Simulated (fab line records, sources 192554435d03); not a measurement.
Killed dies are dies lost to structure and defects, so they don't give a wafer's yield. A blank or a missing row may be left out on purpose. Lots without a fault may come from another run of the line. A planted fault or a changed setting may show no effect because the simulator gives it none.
Chamber matching | flow n5_finfet | N5_BEOL_M4_STRIP_19 on rie_diel-02: 4 sister chambers
The step strips in O2. 4 wafers are shown with their chamber, then 8 later ones without.

WAFERS WITH THEIR CHAMBER
wafer  | chamber | showerhead_plenum_p_Torr (Torr)
L080.3 | 0       | 2.00
L080.4 | 1       | 2.24
L085.4 | 3       | 2.11
L088.2 | 2       | 2.18

WAFERS WITHOUT THEIR CHAMBER
wafer  | showerhead_plenum_p_Torr (Torr)
L088.3 | 2.23
L088.5 | 1.99
L092.2 | 1.99
L092.4 | 2.18
L092.6 | 2.18
L087.1 | 1.99
L087.2 | 2.18
L087.3 | 2.23

WHICH CHAMBER EACH WENT THROUGH
wafer  | from the rows above | in truth
L088.3 | 1                   | 1
L088.5 | 0                   | 0
L092.2 | 0                   | 0
L092.4 | 2                   | 2
L092.6 | 2                   | 2
L087.1 | 0                   | 0
L087.2 | 2                   | 2
L087.3 | 1                   | 1
Placed correctly: 8 of 8. Can't be placed from these rows: 0. Placed wrongly: 0.
How it was worked out, from the rows above alone: a wafer's distance from a chamber is the root of the sum, over the readings, of the square of ((its reading less the chamber's mean) divided by the reading's scatter). The wafer belongs to the nearest chamber; if the next one is less than 2 further off, it can't be placed. A chamber's mean is the mean of its shown wafers. The scatter: with one shown wafer a chamber, the root of the mean of the squares of how far each hidden wafer lies from its nearest shown one.
